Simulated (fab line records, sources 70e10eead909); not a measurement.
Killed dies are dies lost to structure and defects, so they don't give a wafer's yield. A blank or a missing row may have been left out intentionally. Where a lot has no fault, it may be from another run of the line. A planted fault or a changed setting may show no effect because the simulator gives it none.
fab line records	flow nand_harc
record lots=6	wafers=18	last_day=24
route steps=1159 shown A_M0@1023 A_M1@1026 END@1159
lots that met no fault: from a run of the same line without faults
start_h: start of the lot's first displayed wafer, in hours after the record's first day	wait_h: time in hours since the lot's previous step	" as in the row above	L1.1+2: one row covering several wafers at once	- either no value or no given start	* or withheld: withheld	< > ~ a bound
route shown NAME@n: NAME is a module with steps in the file, n the number in the route of the first one	usual: mean/standard deviation taken from wafers without a fault	same: alike in all rows	chamber/n: place in a boat	sites: the reading at each site	_std_site: standard deviation across them	_edge_site: inner sites' mean taken away from outer sites' mean	radius_mm: how far each site lies from the wafer's centre	mask NAME#n: copy n	behind: the tool/chamber that last shaped the wafer	hold: what put the lot on hold/how long, in hours/how the hold closed	device: the n, p or np transistor that did not switch	end of line: at the end of the route, the tests of the same wafers	a step without rows: its recipe alone	killed: not the wafer's yield, but the dies lost to structure and defects at the first sort	map: a wafer's dies, marking killed ones x, the rest . and places with no die _
set.NAME: the run value of the setting; set.NAME@STEP: its run value at that earlier step	model.NAME: the simulator's own value behind a step, which no gauge read
certain route steps with their lots: each step a table, each wafer a row
services: from which hour (start_h, from the record's first day; less than 0 if before it) a tool's chamber was out of use, for how many hours, and why
## steps
# step NHARC_A_M0_INSPECT_27
# usual raw_defect_count=501/160
lot.wafer	tool	chamber	start_h	wait_h	raw_defect_count
L821.1	defect_inspect-02	-	404.95	0.0	379
L821.2	"	-	"	"	396
L821.6	"	-	"	"	501
L825.1	defect_inspect-01	-	410.44	0.0	659
L825.4	"	-	"	"	573
L825.5	"	-	"	"	629
L832.1	defect_inspect-02	-	475.29	0.0	427
L832.4	"	-	"	"	415
L832.6	"	-	"	"	383
L837.2	defect_inspect-01	-	496.72	0.0	470
L837.3	"	-	"	"	390
L837.4	"	-	"	"	389
L839.1	defect_inspect-02	-	502.93	0.0	480
L839.4	"	-	"	"	615
L839.5	"	-	"	"	521
L842.4	defect_inspect-02	-	518.10	0.0	357
L842.5	"	-	"	"	306
L842.6	"	-	"	"	597
# step NHARC_A_M0_PRE_CLEAN_31
# recipe time_s=12	temp_c=370	rf_power_w=300	gas=NH3
# usual heater_power_w=650/51
lot.wafer	tool	chamber	start_h	wait_h	heater_power_w
L821.1	pecvd-03	1	405.03	0.1	709
L821.2	"	2	"	"	751
L821.6	"	2	"	"	773
L825.1	pecvd-02	1	410.54	0.1	737
L825.5	"	0	"	"	626
L825.4	"	1	"	"	726
L832.1	pecvd-02	1	475.63	0.3	700
L832.4	"	2	"	"	671
L832.6	"	0	"	"	608
L837.3	pecvd-01	0	496.80	0.1	696
L837.2	"	1	"	"	606
L837.4	"	1	"	"	597
L839.1	pecvd-01	1	503.02	0.1	670
L839.5	"	0	"	"	675
L839.4	"	1	"	"	692
L842.6	pecvd-01	2	518.20	0.1	554
L842.5	"	0	"	"	655
L842.4	"	1	"	"	638
# step NHARC_A_M0_DEP_32
# recipe target_thk_a=300	temp_c=370	target_thk_nm=30	pressure_torr=3	flow_sccm=200	rf_w=450	material=SiCN
# usual heater_power_w=607/49
lot.wafer	tool	chamber	start_h	wait_h	heater_power_w
L821.1	pecvd-03	1	405.14	0.1	643
L821.2	"	2	"	"	729
L821.6	"	2	"	"	589
L825.1	pecvd-02	1	410.68	0.1	671
L825.5	"	0	"	"	551
L825.4	"	1	"	"	674
L832.1	pecvd-02	1	475.71	0.1	600
L832.4	"	2	"	"	597
L832.6	"	0	"	"	504
L837.3	pecvd-01	0	496.91	0.1	672
L837.2	"	1	"	"	633
L837.4	"	1	"	"	624
L839.1	pecvd-01	1	503.16	0.1	587
L839.5	"	0	"	"	639
L839.4	"	1	"	"	603
L842.6	pecvd-01	2	518.37	0.2	559
L842.5	"	0	"	"	583
L842.4	"	1	"	"	554
# step NHARC_A_M1_DEP_00
# recipe target_thk_a=1825	target_thk_nm=182.5	temp_c=withheld	pressure_torr=5	flow_sccm=200	rf_w=600	material=SiOC
# step NHARC_A_M1_DEHYDRATE_01
# recipe temp_c=150	time_s=120
# step NHARC_A_M1_HMDS_02
# recipe time_s=30
# step NHARC_A_M1_COAT_34
# recipe temp_c=200	time_s=65
# step NHARC_A_M1_COAT_03
# recipe spin_rpm=1500	resist_thk_nm=90
# step NHARC_A_M1_SOFTBAKE_04
# recipe temp_c=105	time_s=55
# step NHARC_A_M1_EBR_05
# step NHARC_A_M1_EXPOSE_06
# recipe na=1.35	target_cd_nm=120	dose_mj=75.13	mask_id=A_M1
# step NHARC_A_M1_PEB_07
# recipe peb_temp_c=100	peb_time_s=65
# usual chill_plate_temp_C=23.04/0.11	heater_power_total_W=156.6/0.43
lot.wafer	tool	chamber	start_h	wait_h	chill_plate_temp_C	heater_power_total_W
L821.1	litho_track-04	0	406.26	0.1	22.92	156.2
L821.2	"	0	"	"	23.03	156.8
L821.6	"	0	"	"	22.93	156.8
L825.1	litho_track-01	0	411.66	0.1	22.94	157.2
L825.4	"	0	"	"	23.11	156.3
L825.5	"	0	"	"	23.09	156.7
L832.1	litho_track-04	0	476.85	0.1	23.03	173.3
L832.4	"	0	"	"	23.05	173.0
L832.6	"	0	"	"	23.04	172.6
L837.2	litho_track-04	0	498.07	0.1	23.00	173.1
L837.3	"	0	"	"	23.03	172.5
L837.4	"	0	"	"	23.13	172.5
L839.1	litho_track-01	0	504.14	0.1	22.85	157.1
L839.4	"	0	"	"	22.81	156.2
L839.5	"	0	"	"	22.92	156.1
L842.4	litho_track-01	0	519.45	0.0	23.04	156.6
L842.5	"	0	"	"	22.89	157.1
L842.6	"	0	"	"	23.12	156.9
# step NHARC_A_M1_DEVELOP_08
# recipe develop_time_s=35	dev_temp_c=23
# step NHARC_A_M1_CD_MEAS_09
# recipe target_cd_nm=120	landing_energy_ev=500
# usual cd_nm=120.3/0.41
lot.wafer	tool	chamber	start_h	wait_h	cd_nm
L821.1	cd_sem-03	0	406.34	-	120.4
L821.2	"	0	"	"	120.2
L821.6	"	0	"	"	119.9
L825.1	cd_sem-03	0	411.74	-	120.0
L825.4	"	0	"	"	120.4
L825.5	"	0	"	"	120.0
L832.1	cd_sem-02	0	476.93	-	114.7
L832.4	"	0	"	"	114.1
L832.6	"	0	"	"	113.8
L837.2	cd_sem-02	0	498.15	-	113.1
L837.3	"	0	"	"	113.8
L837.4	"	0	"	"	113.2
L839.1	cd_sem-03	0	504.22	-	120.3
L839.4	"	0	"	"	119.8
L839.5	"	0	"	"	120.2
L842.4	cd_sem-02	0	519.53	-	120.2
L842.5	"	0	"	"	119.6
L842.6	"	0	"	"	120.5
# step NHARC_A_M1_OVL_MEAS_10
# recipe pitch_nm=240
# usual overlay_x_nm=-0.2/0.71	overlay_y_nm=-0.1/1.1
lot.wafer	tool	chamber	start_h	wait_h	overlay_x_nm	overlay_y_nm
L821.1	overlay-01	-	406.43	-	-0.2	0.0
L821.2	"	-	"	"	-0.2	-0.4
L821.6	"	-	"	"	0.0	-0.2
L825.1	overlay-01	-	411.83	-	0.1	0.1
L825.4	"	-	"	"	0.0	0.1
L825.5	"	-	"	"	-0.5	0.0
L832.1	overlay-01	-	477.02	-	0.3	-1.7
L832.4	"	-	"	"	0.3	-1.7
L832.6	"	-	"	"	0.1	-1.5
L837.2	overlay-01	-	498.24	-	-0.2	0.7
L837.3	"	-	"	"	-0.2	0.5
L837.4	"	-	"	"	-0.1	0.7
L839.1	overlay-01	-	504.31	-	-0.9	0.2
L839.4	"	-	"	"	-1.0	0.4
L839.5	"	-	"	"	-1.2	0.6
L842.4	overlay-02	-	519.63	-	-0.5	0.1
L842.5	"	-	"	"	-0.4	0.5
L842.6	"	-	"	"	-1.1	0.2
# step NHARC_A_M1_INSPECT_11
# usual raw_defect_count=30/11
lot.wafer	tool	chamber	start_h	wait_h	raw_defect_count
L821.1	defect_inspect-01	-	406.46	0.0	33
L821.2	"	-	"	"	35
L821.6	"	-	"	"	50
L825.1	defect_inspect-01	-	411.86	0.0	18
L825.4	"	-	"	"	25
L825.5	"	-	"	"	13
L832.1	defect_inspect-02	-	477.06	0.0	12
L832.4	"	-	"	"	14
L832.6	"	-	"	"	13
L837.2	defect_inspect-02	-	498.27	0.0	31
L837.3	"	-	"	"	44
L837.4	"	-	"	"	37
L839.1	defect_inspect-02	-	504.34	0.0	49
L839.4	"	-	"	"	64
L839.5	"	-	"	"	47
L842.4	defect_inspect-01	-	519.67	0.0	43
L842.5	"	-	"	"	44
L842.6	"	-	"	"	50
# step NHARC_A_M1_DESCUM_14
# recipe time_s=3	o2_flow_sccm=200	ar_flow_sccm=0	bias_power_w=0	chemistry=O2
# usual chamber_pressure_mTorr=60.01/0.055	drypump_motor_current_A=5.8/0.53	oes_product_au=1.002/0.008	rf_vpp_V=58.0/0.91	showerhead_plenum_p_Torr=1.96/0.073	throttle_valve_pct=11.311/0.0095
lot.wafer	tool	chamber	start_h	wait_h	chamber_pressure_mTorr	drypump_motor_current_A	oes_product_au	rf_hours_counter_h	rf_vpp_V	showerhead_plenum_p_Torr	throttle_valve_pct	model.A_M1.cd_nm
L821.1	rie_diel-09	2	406.53	0.1	60.11	5.4	1.001	13	57.1	1.84	11.304	120.7
L821.2	"	0	"	"	60.02	5.1	1.008	11	57.1	2.03	11.324	120.1
L821.6	"	2	"	"	60.03	5.4	0.996	-	58.3	1.84	11.291	120.6
L825.4	rie_diel-09	1	411.92	0.1	60.12	5.8	1.001	12	57.8	1.85	11.313	120.8
L825.1	"	3	"	"	59.95	4.7	0.992	14	57.3	1.94	11.314	119.6
L825.5	"	1	"	"	59.96	5.7	1.005	-	57.7	1.85	11.305	119.9
L832.1	rie_diel-08	3	477.13	0.1	60.01	5.9	1.004	4	56.9	1.95	11.327	113.8
L832.4	"	1	"	"	60.13	6.5	1.013	4	58.8	2.00	11.305	113.7
L832.6	"	3	"	"	59.97	5.9	1.003	-	57.9	1.95	11.320	113.4
L837.3	rie_diel-09	0	498.34	0.1	60.00	5.1	1.004	4	58.2	2.03	11.314	113.8
L837.2	"	1	"	"	60.03	5.8	1.005	5	56.5	1.85	11.320	113.2
L837.4	"	2	"	"	60.03	5.4	0.985	5	57.0	1.84	11.305	113.3
L839.1	rie_diel-05	3	504.42	0.1	60.03	5.4	1.015	7	59.2	1.94	11.322	120.2
L839.4	"	0	"	"	59.93	6.1	1.006	10	58.9	1.93	11.312	120.1
L839.5	"	2	"	"	59.97	5.6	0.998	-	59.5	2.00	11.300	120.3
L842.4	rie_diel-09	1	519.75	0.1	60.00	5.7	1.008	6	57.2	1.85	11.303	120.2
L842.6	"	2	"	"	59.97	5.4	0.987	-	57.1	1.84	11.329	120.8
L842.5	"	3	"	"	59.95	4.7	1.009	-	58.6	1.94	11.299	119.6
# step NHARC_A_M1_ETCH_35
# recipe target_depth_a=400	overetch_a=120	time_s=43.94	ion_energy_ev=200	n2_flow_sccm=150	h2_flow_sccm=150	ar_flow_sccm=0	rf_w=400	bias_w=150	chemistry=N2/H2
# usual chamber_pressure_mTorr=30.000/0.026	drypump_motor_current_A=5.8/0.55	oes_product_au=1.000/0.0076	rf_vpp_V=432.0/2.3	showerhead_plenum_p_Torr=2.10/0.08	throttle_valve_pct=14.171/0.0092
lot.wafer	tool	chamber	start_h	wait_h	chamber_pressure_mTorr	drypump_motor_current_A	oes_product_au	rf_hours_counter_h	rf_vpp_V	showerhead_plenum_p_Torr	throttle_valve_pct
L821.1	rie_diel-09	3	406.61	0.1	29.971	4.7	1.008	13	431.5	2.07	14.175
L821.2	"	1	"	"	29.992	5.7	0.994	12	427.2	1.97	14.174
L821.6	"	0	"	"	30.003	5.1	1.010	-	432.6	2.17	14.172
L825.4	rie_diel-09	1	412.01	0.1	30.007	5.8	1.007	12	428.8	1.97	14.166
L825.1	"	3	"	"	29.979	4.7	0.997	14	432.2	2.07	14.170
L825.5	"	1	"	"	29.997	5.8	1.009	-	428.4	1.97	14.162
L832.4	rie_diel-08	0	477.21	0.1	29.982	6.4	1.015	3	434.5	2.19	14.188
L832.1	"	1	"	"	29.991	6.5	1.001	4	433.1	2.14	14.172
L832.6	"	3	"	"	30.078	5.9	0.997	-	429.9	2.07	14.164
L837.2	rie_diel-09	3	498.42	0.1	30.001	4.7	1.001	4	431.3	2.07	14.169
L837.3	"	0	"	"	29.994	5.1	1.003	4	433.5	2.17	14.174
L837.4	"	1	"	"	29.997	5.7	0.994	5	427.1	1.97	14.172
L839.4	rie_diel-05	2	504.49	0.1	30.025	5.6	1.001	9	433.5	2.14	14.157
L839.1	"	0	"	"	29.992	6.1	1.001	10	430.4	2.06	14.188
L839.5	"	1	"	"	30.024	6.2	1.014	-	431.9	2.05	14.170
L842.4	rie_diel-09	2	519.83	0.1	29.968	5.4	0.975	6	427.5	1.95	14.179
L842.5	"	1	"	"	29.980	5.7	1.006	-	428.8	1.97	14.162
L842.6	"	2	"	"	29.984	5.4	0.982	-	427.8	1.95	14.160
# step NHARC_A_M1_ETCH_15
# recipe target_depth_a=1825	time_s=91.2	c4f8_flow_sccm=withheld	ar_flow_sccm=400	rf_w=600	bias_w=300	chemistry=C4F8/Ar
# usual chamber_pressure_mTorr=25.002/0.021	oes_product_au=0.955/0.023	rf_vpp_V=442.6/2.3
lot.wafer	tool	chamber	start_h	wait_h	chamber_pressure_mTorr	oes_product_au	rf_hours_counter_h	rf_vpp_V
L821.2	rie_diel-09	3	-	-	24.978	0.930	13	442.4
L821.1	"	0	"	"	25.024	0.926	11	445.5
L821.6	"	2	"	"	25.039	0.923	-	438.7
L825.1	rie_diel-09	2	-	-	24.988	0.943	14	439.2
L825.4	"	3	"	"	25.041	0.954	14	442.2
L825.5	"	1	"	"	25.014	0.948	-	439.2
L832.1	rie_diel-08	2	-	-	24.991	0.963	4	445.2
L832.4	"	3	"	"	24.991	0.952	4	441.5
L832.6	"	2	"	"	24.970	0.969	-	446.3
L837.4	rie_diel-09	3	-	-	25.025	0.957	4	441.3
L837.3	"	0	"	"	25.022	0.969	4	444.3
L837.2	"	2	"	"	25.004	0.962	5	439.6
L839.4	rie_diel-05	3	-	-	25.048	0.996	7	439.8
L839.1	"	1	"	"	25.004	0.980	10	440.5
L839.5	"	3	"	"	25.045	0.986	-	441.5
L842.4	rie_diel-09	0	-	-	25.028	0.957	6	443.8
L842.5	"	3	"	"	25.014	0.957	-	441.8
L842.6	"	0	"	"	24.996	0.961	-	445.5
# step NHARC_A_M1_CD_MEAS_16
# usual cd_nm=120.3/0.53
lot.wafer	tool	chamber	start_h	wait_h	cd_nm
L821.1	cd_sem-01	-	406.83	-	120.6
L821.2	"	-	"	"	120.5
L821.6	"	-	"	"	120.8
L825.1	cd_sem-03	-	412.23	-	119.3
L825.4	"	-	"	"	120.6
L825.5	"	-	"	"	119.8
L832.1	cd_sem-02	-	477.42	-	114.3
L832.4	"	-	"	"	113.7
L832.6	"	-	"	"	113.4
L837.2	cd_sem-02	-	498.64	-	112.9
L837.3	"	-	"	"	113.3
L837.4	"	-	"	"	113.3
L839.1	cd_sem-01	-	504.71	-	120.7
L839.4	"	-	"	"	120.1
L839.5	"	-	"	"	120.3
L842.4	cd_sem-02	-	520.05	-	120.0
L842.5	"	-	"	"	119.9
L842.6	"	-	"	"	120.9
# step NHARC_A_M1_STRIP_18
# recipe power_w=1000	n2_flow_sccm=150	h2_flow_sccm=150	ar_flow_sccm=0	bias_w=0	chemistry=N2/H2
# usual chamber_pressure_mTorr=30.00/0.031	drypump_motor_current_A=5.7/0.52	oes_product_au=1.001/0.0079	rf_vpp_V=90.9/1	showerhead_plenum_p_Torr=2.09/0.078	throttle_valve_pct=14.171/0.01
lot.wafer	tool	chamber	start_h	wait_h	chamber_pressure_mTorr	drypump_motor_current_A	oes_product_au	rf_hours_counter_h	rf_vpp_V	showerhead_plenum_p_Torr	throttle_valve_pct
L821.2	rie_diel-08	1	406.90	0.1	30.00	6.5	1.014	2.4	92.8	2.14	14.165
L821.1	"	0	"	"	29.99	6.4	1.003	1.9	91.5	2.19	14.174
L821.6	"	2	"	"	29.99	6.3	0.999	-	92.6	2.21	14.164
L825.1	rie_diel-05	0	412.30	0.1	29.97	6.1	0.991	4.0	90.1	2.06	14.141
L825.4	"	3	"	"	30.03	5.4	1.000	1.9	92.0	2.08	14.172
L825.5	"	1	"	"	30.02	6.2	1.007	-	91.5	2.05	14.176
L832.1	rie_diel-09	2	477.50	0.1	30.02	5.4	0.991	2.7	87.6	1.96	14.188
L832.4	"	3	"	"	29.98	4.7	0.995	3.6	90.4	2.07	14.177
L832.6	"	2	"	"	29.94	5.4	0.984	-	90.4	1.96	14.167
L837.4	rie_diel-05	2	498.71	0.1	29.97	5.6	0.995	8.9	92.3	2.14	14.173
L837.3	"	3	"	"	30.04	5.4	1.000	7.0	91.7	2.07	14.178
L837.2	"	0	"	"	30.08	6.1	1.000	10.0	91.0	2.06	14.184
L839.4	rie_diel-09	3	504.80	0.1	29.99	4.7	0.999	4.7	91.1	2.07	14.146
L839.1	"	0	"	"	29.97	5.1	0.997	4.8	92.8	2.17	14.168
L839.5	"	0	"	"	29.98	5.1	0.994	-	91.6	2.17	14.178
L842.4	rie_diel-08	2	520.22	0.2	29.99	6.3	0.990	-	92.4	2.21	14.155
L842.6	"	0	"	"	30.01	6.4	0.997	-	91.4	2.19	14.169
L842.5	"	1	"	"	30.00	6.5	0.990	-	91.0	2.14	14.170
# step NHARC_A_M1_ETCH_28
# recipe target_depth_a=300	over_etch_frac=0.3	time_s=72.99	ion_energy_ev=150	cf4_flow_sccm=50	n2_flow_sccm=100	ar_flow_sccm=150	rf_w=300	bias_w=100	chemistry=CF4/N2
# usual chamber_pressure_mTorr=30.001/0.029	drypump_motor_current_A=5.8/0.5	oes_product_au=1.003/0.0088	rf_vpp_V=315.1/1.9	showerhead_plenum_p_Torr=2.68/0.095	throttle_valve_pct=19.794/0.0094
lot.wafer	tool	chamber	start_h	wait_h	chamber_pressure_mTorr	drypump_motor_current_A	oes_product_au	rf_hours_counter_h	rf_vpp_V	showerhead_plenum_p_Torr	throttle_valve_pct	model.A_M1.cd_nm
L821.1	rie_diel-08	1	-	-	29.995	6.5	1.007	2.5	317.1	2.74	19.783	120.7
L821.2	"	3	"	"	29.982	5.9	1.002	2.3	314.9	2.67	19.767	120.3
L821.6	"	1	"	"	29.999	6.5	1.013	-	316.3	2.74	19.783	120.6
L825.4	rie_diel-05	3	-	-	30.021	5.4	1.018	1.9	315.5	2.67	19.797	120.5
L825.1	"	1	"	"	30.027	6.2	1.016	3.9	313.3	2.64	19.799	119.3
L825.5	"	3	"	"	29.977	5.4	1.010	-	315.7	2.67	19.803	119.3
L832.4	rie_diel-09	1	-	-	30.037	5.7	0.989	3.0	313.1	2.54	19.810	113.9
L832.1	"	2	"	"	30.050	5.4	0.988	2.8	313.1	2.53	19.783	113.8
L832.6	"	1	"	"	29.989	5.8	1.001	-	312.3	2.54	19.800	113.8
L837.3	rie_diel-05	3	-	-	30.006	5.4	1.014	7.0	314.8	2.67	19.787	113.4
L837.4	"	0	"	"	29.995	6.0	1.000	10.0	316.0	2.65	19.791	113.3
L837.2	"	2	"	"	29.976	5.6	0.991	8.9	316.1	2.74	19.787	113.5
L839.1	rie_diel-09	1	-	-	30.000	5.8	1.014	5.1	313.3	2.54	19.789	120.4
L839.4	"	2	"	"	30.017	5.4	0.998	4.9	313.3	2.52	19.787	119.8
L839.5	"	3	"	"	29.978	4.7	1.007	-	315.5	2.66	19.792	120.4
L842.4	rie_diel-08	2	-	-	29.937	6.3	1.008	-	317.5	2.82	19.779	120.2
L842.6	"	0	"	"	30.035	6.4	1.002	-	317.8	2.80	19.786	121.2
L842.5	"	1	"	"	30.010	6.5	0.989	-	316.4	2.74	19.789	120
# step NHARC_A_M1_STRIP_19
# recipe time_s=600	temp_c=30	chemistry=post_etch_residue_remover
# step NHARC_END_SORT_01
# recipe temp_c=25
# usual defect_limited_yield=95.8/1.2	killed_at_array=24/7.4	killed_at_other=0.5/0.81	killed_at_periphery=3.4/2.3	killed_dies=28/8	killed_open=3.4/1.8	killed_short=2.0/1.4	sort_bin_2_pct=1.3/0.54	sort_bin_3_pct=0.23/0.2	sort_bin_4_pct=2.7/0.77	sort_n_pass=649/8	sort_rim_yield_pct=94.2/2.7	sort_yield_pct=95.8/1.2
# same gross_dies=677	sort_bin_5_pct[%]=0	sort_bin_6_pct[%]=0	sort_bin_7_pct[%]=0	sort_bin_8_pct[%]=0	sort_rim_n_gross=106.00
lot.wafer	tool	chamber	start_h	wait_h	defect_limited_yield[%]	killed_at_array	killed_at_other	killed_at_periphery	killed_dies	killed_open	killed_short	sort_bin_2_pct[%]	sort_bin_3_pct[%]	sort_bin_4_pct[%]	sort_n_pass	sort_rim_yield_pct[%]	sort_yield_pct[%]
L821.1	prober-02	0	449.89	2.5	95.0	31	0	3	34	3	0	1.6	0.30	3.1	643	92.5	95.0
L821.2	prober-02	0	450.68	2.8	95.1	30	0	3	33	1	3	1.6	0.44	2.8	644	92.5	95.1
L821.6	prober-02	0	453.84	3.9	93.6	40	1	2	43	3	1	2.1	0.59	3.7	634	93.4	93.6
L825.1	prober-02	0	457.66	2.5	96.8	18	1	3	22	3	0	0.7	0	2.5	655	98.1	96.8
L825.4	prober-02	0	460.05	3.4	95.1	28	1	4	33	7	3	1.2	0.44	3.2	644	94.3	95.1
L825.5	prober-02	0	460.85	3.7	97.0	15	0	5	20	6	3	1.2	0	1.8	657	95.3	97.0
L832.1	prober-02	0	517.14	2.5	97.0	13	0	7	20	4	1	1.0	0	1.9	657	98.1	97.0
L839.1	prober-02	0	546.22	2.5	93.1	36	1	10	47	4	3	2.7	0.15	4.1	630	87.7	93.1
L839.4	prober-02	0	548.61	3.4	91.7	49	1	6	56	3	4	2.4	0.59	5.3	621	87.7	91.7
L839.5	prober-02	0	549.41	3.7	93.8	39	0	3	42	3	1	1.8	0.44	4.0	635	87.7	93.8
# killed by level:class
L821.1 A_CHANNEL_HOLE_D1:chamber_film_flake=13 A_SLIT:chamber_film_flake=9 A_STAIRCASE:chamber_film_flake=3 A_CONTACT:chamber_film_flake=2 P_M0:geometric_particle:open=1 A_STAIRCASE:geometric_particle:open=1 A_CONTACT:geometric_particle:open=1 P_STI:chamber_film_flake=1
L821.2 A_CHANNEL_HOLE_D1:chamber_film_flake=9 A_SLIT:chamber_film_flake=9 A_CONTACT:chamber_film_flake=7 A_SGD_CUT:geometric_particle:short=2 A_STAIRCASE:chamber_film_flake=2 P_M0:geometric_particle:short=1 A_SGD_CUT:geometric_particle:open=1 P_GATE:chamber_film_flake=1
L821.6 A_CHANNEL_HOLE_D1:chamber_film_flake=19 A_SLIT:chamber_film_flake=8 A_CONTACT:chamber_film_flake=8 A_STAIRCASE:chamber_film_flake=2 P_M0:geometric_particle:open=1 A_WL_FILL:geometric_particle:short=1 A_CONTACT:geometric_particle:open=1 P_M1:chamber_film_flake=1
L825.1 A_BLC:chamber_film_flake=5 P_ZERO_WELL:chamber_film_flake=3 A_SLIT:chamber_film_flake=3 A_CHANNEL_HOLE_D1:chamber_film_flake=2 A_CHANNEL_FILL_D1:chamber_film_flake=2 A_STAIRCASE:chamber_film_flake=2 A_STAIRCASE:geometric_particle:open=1 A_CONTACT:geometric_particle:open=1
L825.4 A_SLIT:chamber_film_flake=8 A_CHANNEL_HOLE_D1:chamber_film_flake=3 A_STAIRCASE:chamber_film_flake=3 A_BLC:chamber_film_flake=3 A_SGD_CUT:chamber_film_flake=2 A_CONTACT:chamber_film_flake=2 P_GATE:geometric_particle:short=1 P_CONTACT:geometric_particle:open=1
L825.5 A_SLIT:chamber_film_flake=3 A_ONON_D1:geometric_particle:short=2 P_ZERO_WELL:chamber_film_flake=2 A_CHANNEL_FILL_D1:chamber_film_flake=2 A_STAIRCASE:chamber_film_flake=2 P_GATE:geometric_particle:open=1 P_M0:geometric_particle:open=1 P_M0:geometric_particle:short=1
L832.1 P_ZERO_WELL:chamber_film_flake=4 A_M0:geometric_particle:open=3 A_CHANNEL_HOLE_D1:chamber_film_flake=3 P_STI:chamber_film_flake=2 A_STAIRCASE:chamber_film_flake=2 A_ONON_D1:geometric_particle:short=1 A_SGD_CUT:geometric_particle:open=1 P_GATE:chamber_film_flake=1
L839.1 A_SLIT:chamber_film_flake=15 A_CHANNEL_HOLE_D1:chamber_film_flake=10 A_CONTACT:chamber_film_flake=6 P_GATE:chamber_film_flake=5 A_ONON_D1:geometric_particle:short=2 P_STI:chamber_film_flake=2 P_STI:geometric_particle:short=1 P_M0:geometric_particle:open=1
L839.4 A_CHANNEL_HOLE_D1:chamber_film_flake=19 A_SLIT:chamber_film_flake=17 A_CONTACT:chamber_film_flake=7 A_STAIRCASE:chamber_film_flake=4 P_CONTACT:geometric_particle:short=2 P_STI:geometric_particle:short=1 P_STI:geometric_particle:open=1 P_CONTACT:geometric_particle:open=1
L839.5 A_CHANNEL_HOLE_D1:chamber_film_flake=17 A_SLIT:chamber_film_flake=8 A_CONTACT:chamber_film_flake=8 P_GATE:chamber_film_flake=3 A_STAIRCASE:chamber_film_flake=2 A_ONON_D1:geometric_particle:short=1 A_CHANNEL_FILL_D1:geometric_particle:open=1 A_CONTACT:geometric_particle:open=1
## services
tool	chamber	start_h	hours	kind
rie_diel-09	0	385.80	-	clean
rie_diel-09	1	385.80	-	clean
rie_diel-09	2	385.80	-	clean
rie_diel-09	3	385.80	-	clean
rie_diel-05	3	386.80	19.4	repair
rie_diel-08	0	396.60	7.9	repair
rie_diel-09	0	410.30	-	clean
pecvd-03	-	416.29	0.8	repair
pecvd-01	-	418.19	13.0	pm
rie_diel-09	3	425.47	5.0	repair
rie_diel-09	-	431.22	9.0	pm
rie_diel-08	-	433.93	0.1	repair
rie_diel-09	2	441.12	9.9	repair
litho_track-01	-	443.00	7.0	pm
pecvd-02	2	443.88	5.0	repair
rie_diel-08	0	449.12	10.8	repair
pecvd-03	-	473.28	13.0	pm
rie_diel-08	-	478.80	9.0	pm
rie_diel-09	3	484.34	11.3	repair
litho_track-04	-	491.00	7.0	pm
rie_diel-08	1	503.80	3.2	repair
rie_diel-08	3	512.79	7.8	repair
pecvd-02	-	515.04	13.0	pm
rie_diel-05	-	517.66	9.0	pm
## key
first_sign step=NHARC_A_M1_PEB_07	reading=heater_power_total_W	direction=up	sigmas=38	usual=*	struck=*
effect step=NHARC_A_M1_CD_MEAS_09	reading=cd_nm	direction=down	sigmas=16	usual=120.3	struck=113.8
effect step=NHARC_A_M1_CD_MEAS_16	reading=cd_nm	direction=down	sigmas=13	usual=120.3	struck=113.5
model_effect step=NHARC_A_M1_DESCUM_14	value=A_M1.cd_nm	without=120.3	struck=113.5
model_effect step=NHARC_A_M1_ETCH_28	value=A_M1.cd_nm	without=120.4	struck=113.6
met_at NHARC_A_M1_PEB_07
struck_wafers L832.1,L832.4,L832.6,L837.2,L837.3,L837.4
onset_between 406.26 476.85
fault kind=process_parameter_drift	tool=litho_track-04	chamber=-	onset_h=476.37	steps=NHARC_A_M1_PEB_07	channel=peb_time_s	offset=*	shape=step	end_h=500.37	acts_in=*	stated=*
